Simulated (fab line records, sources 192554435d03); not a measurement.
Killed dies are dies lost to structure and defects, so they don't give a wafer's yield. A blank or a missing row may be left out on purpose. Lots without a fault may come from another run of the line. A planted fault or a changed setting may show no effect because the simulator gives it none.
Which tool did it? | flow n5_finfet | 12 lots, 36 wafers sampled, at 5 steps of a route of 1938

WHAT THE GAUGES READ, wafer by wafer
N5_BEOL_M7_OVL_MEAS_12. Usual: M7_OVL 0.1 nm, standard deviation 0.74.
lot  | measured     | on         | M7_OVL (nm)    | flag
L438 | day 9 02:05  | overlay-02 | 0.6 -1.5 -0.1  |
L441 | day 9 14:23  | overlay-01 | 0.2 -1.4 -0.7  |
L442 | day 9 22:58  | overlay-01 | 0.9 0.8 0.3    |
L445 | day 10 15:00 | overlay-01 | 18.4 17.5 17.3 | OFF
L446 | day 11 08:17 | overlay-02 | 16.3 14.8 15.5 | OFF
L448 | day 12 06:37 | overlay-01 | 16.8 17.1 17.1 | OFF
L452 | day 12 18:25 | overlay-02 | 0.6 -0.3 -0.5  |
L455 | day 13 15:34 | overlay-01 | 1.0 0.7 0.4    |
L439 | day 14 19:45 | overlay-01 | -0.1 0.0 0.1   |
L458 | day 14 23:13 | overlay-01 | 0.0 -0.4 0.3   |
L460 | day 15 18:07 | overlay-02 | -0.2 0.3 -0.5  |
L459 | day 16 09:58 | overlay-02 | -0.2 -1.7 -1.6 |

WHICH TOOL RAN EACH LOT (tool, then ch and the chambers of the sampled wafers, then the start)
lot  | N5_BEOL_M6_CMP_52             | N5_BEOL_M6_DEP_56               | N5_BEOL_M7_PECVD_70             | N5_BEOL_M7_EXPOSE_08
L438 | cmp-03 ch 1,2,3, day 9 00:23  | pecvd-01 ch 0,1,2, day 9 00:43  | pecvd-04 ch 1,2, day 9 01:28    | arfi_scanner-03 ch 0, day 9 01:56
L441 | cmp-03 ch 0,1,3, day 9 11:27  | pecvd-01 ch 1,2, day 9 11:49    | pecvd-03 ch 0,1, day 9 12:35    | arfi_scanner-01 ch 0, day 9 14:13
L442 | cmp-04 ch 0,2,3, day 9 20:03  | pecvd-04 ch 0,1,2, day 9 20:22  | pecvd-04 ch 1,2, day 9 21:07    | arfi_scanner-03 ch 0, day 9 22:49
L445 | cmp-04 ch 0,1, day 10 11:45   | pecvd-04 ch 0,1,2, day 10 12:07 | pecvd-04 ch 0,1,2, day 10 12:51 | arfi_scanner-03 ch 0, day 10 14:51
L446 | cmp-04 ch 0,2,3, day 11 05:05 | pecvd-04 ch 1,2, day 11 05:22   | pecvd-03 ch 1,2, day 11 06:07   | arfi_scanner-03 ch 0, day 11 08:08
L448 | cmp-02 ch 0,1,3, day 12 01:59 | pecvd-03 ch 0,1, day 12 02:16   | pecvd-02 ch 0,1,2, day 12 03:00 | arfi_scanner-03 ch 0, day 12 06:28
L452 | cmp-04 ch 1,2, day 12 15:25   | pecvd-01 ch 0,2, day 12 15:46   | pecvd-03 ch 1,2, day 12 17:00   | arfi_scanner-02 ch 0, day 12 18:16
L455 | cmp-02 ch 0,2, day 13 12:47   | pecvd-04 ch 1,2, day 13 13:06   | pecvd-04 ch 0,1,2, day 13 13:51 | arfi_scanner-02 ch 0, day 13 15:25
L439 | cmp-02 ch 1,3, day 14 16:59   | pecvd-03 ch 1,2, day 14 17:19   | pecvd-04 ch 1,2, day 14 18:03   | arfi_scanner-02 ch 0, day 14 19:36
L458 | cmp-02 ch 0,1,3, day 14 20:04 | pecvd-01 ch 0,2, day 14 20:21   | pecvd-02 ch 0,2, day 14 21:05   | arfi_scanner-02 ch 0, day 14 23:02
L460 | cmp-02 ch 1,2, day 15 15:01   | pecvd-03 ch 0,1, day 15 15:22   | pecvd-04 ch 0,1,2, day 15 16:07 | arfi_scanner-01 ch 0, day 15 17:58
L459 | cmp-02 ch 0,1,3, day 16 06:29 | pecvd-04 ch 0,1, day 16 06:51   | pecvd-02 ch 0,2, day 16 07:36   | arfi_scanner-01 ch 0, day 16 09:49
- N5_BEOL_M6_CMP_52: polishes, stops on SiCOH lowk, t overpolish 6.9 s, target thk 80 nm.
- N5_BEOL_M6_DEP_56: deposits SiCN from 3MS/NH3, target thk 10 nm, time 17.5 s.
- N5_BEOL_M7_PECVD_70: deposits SiO2 from TEOS/O2, target thk 20 nm, time 22.7 s.
- N5_BEOL_M7_EXPOSE_08: exposes mask M7.

WHAT THE TOOLS THEMSELVES READ (means of the sampled wafers that have a number; where no wafer has one, the mark that the record gives instead)
N5_BEOL_M6_CMP_52. Usual: barrier_field_endpoint_s 29.2 s, standard deviation 0.79; motor_current_A 6.3 A, standard deviation 0.92; overpolish_run_s 6.900 s, standard deviation 0.009; time_to_endpoint_s 63 s, standard deviation 3.5.
lot  | tool   | barrier_field_endpoint_s (s) | motor_current_A (A) | overpolish_run_s (s) | time_to_endpoint_s (s) | flag
L438 | cmp-03 | 29.5                         | 5.4                 | 6.901                | 65                     |
L441 | cmp-03 | 28.5                         | 5.6                 | 6.901                | 58                     |
L442 | cmp-04 | 29.6                         | 6.9                 | 6.911                | 66                     |
L445 | cmp-04 | 28.9                         | 5.9                 | 6.902                | 62                     |
L446 | cmp-04 | 29.2                         | 6.7                 | 6.903                | 61                     |
L448 | cmp-02 | 29.7                         | 6.3                 | 6.897                | 63                     |
L452 | cmp-04 | 28.1                         | 5.9                 | 6.904                | 61                     |
L455 | cmp-02 | 29.7                         | 5.7                 | 6.894                | 69                     |
L439 | cmp-02 | 29.5                         | 7.2                 | 6.896                | 67                     |
L458 | cmp-02 | 30.0                         | 6.7                 | 6.889                | 66                     |
L460 | cmp-02 | 29.6                         | 7.2                 | 6.897                | 63                     |
L459 | cmp-02 | 29.7                         | 6.4                 | 6.901                | 64                     |

N5_BEOL_M6_DEP_56. Usual: showerhead_plenum_p_Torr 3.663 Torr, standard deviation 0.013; throttle_valve_pct 8.8 %, standard deviation 0.46.
lot  | tool     | showerhead_plenum_p_Torr (Torr) | throttle_valve_pct (%) | flag
L438 | pecvd-01 | 3.666                           | 9.0                    |
L441 | pecvd-01 | 3.651                           | 8.7                    |
L442 | pecvd-04 | 3.665                           | 8.8                    |
L445 | pecvd-04 | 3.665                           | 8.8                    |
L446 | pecvd-04 | 3.656                           | 8.5                    |
L448 | pecvd-03 | 3.655                           | 9.1                    |
L452 | pecvd-01 | 3.673                           | 9.0                    |
L455 | pecvd-04 | 3.665                           | 8.7                    |
L439 | pecvd-03 | 3.647                           | 8.3                    |
L458 | pecvd-01 | 3.680                           | 9.1                    |
L460 | pecvd-03 | 3.661                           | 9.1                    |
L459 | pecvd-04 | 3.664                           | 8.9                    |

N5_BEOL_M7_PECVD_70. Usual: heater_power_w 721 W, standard deviation 83; showerhead_plenum_p_Torr 8.762 Torr, standard deviation 0.027; susceptor_temp_C 400.02 C, standard deviation 0.24; throttle_valve_pct 21.8 %, standard deviation 1.
lot  | tool     | heater_power_w (W) | showerhead_plenum_p_Torr (Torr) | susceptor_temp_C (C) | throttle_valve_pct (%) | flag
L438 | pecvd-04 | 805                | 8.779                           | 399.93               | 21.2                   |
L441 | pecvd-03 | 695                | 8.760                           | 400.02               | 22.5                   |
L442 | pecvd-04 | 763                | 8.762                           | 399.97               | 20.9                   |
L445 | pecvd-04 | 751                | 8.782                           | 399.79               | 21.5                   |
L446 | pecvd-03 | 658                | 8.723                           | 399.66               | 20.4                   |
L448 | pecvd-02 | 677                | 8.756                           | 400.07               | 21.9                   |
L452 | pecvd-03 | 761                | 8.730                           | 399.95               | 20.5                   |
L455 | pecvd-04 | 739                | 8.789                           | 399.88               | 21.6                   |
L439 | pecvd-04 | 822                | 8.774                           | 400.24               | 21.4                   |
L458 | pecvd-02 | 755                | 8.770                           | 399.90               | 22.0                   |
L460 | pecvd-04 | 782                | 8.774                           | 400.26               | 21.7                   |
L459 | pecvd-02 | 666                | 8.776                           | 400.06               | 21.7                   |

THE ANSWER, worked out from the rows above alone
Rule: a lot is off if the mean of its wafers that have a number lies more than 3 standard deviations from the usual mean. A lot without any number at a reading at which 4 lots or more have one is off too. The other lots that the step has rows for count as sound. The gauges are gone through in route order, then the tools' own readings, and for those a lot's mean is taken as printed above. The first step at which some lot is off is used, and at that step the reading that is off furthest; a lot without a number counts as furthest.
Off: L445, L446, L448, at N5_BEOL_M7_OVL_MEAS_12 (M7_OVL).
A tool fits if, at a process step before that reading, it ran every lot that is off, and no sound lot after the first of them. The gauges at N5_BEOL_M7_OVL_MEAS_12 are tried like those tools. One fits: arfi_scanner-03 at N5_BEOL_M7_EXPOSE_08. Its last sound lot is L442 (day 9 22:49), its first lot that is off L445 (day 10 14:51): a fault that began between those two fits.

WHAT THE SIMULATOR HAD PUT IN
Scanner matching overlay: arfi_scanner-03, from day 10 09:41 on, at N5_BEOL_M7_EXPOSE_08. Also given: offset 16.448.
Lots struck among those shown: L445, L446, L448. The rule above found the same.
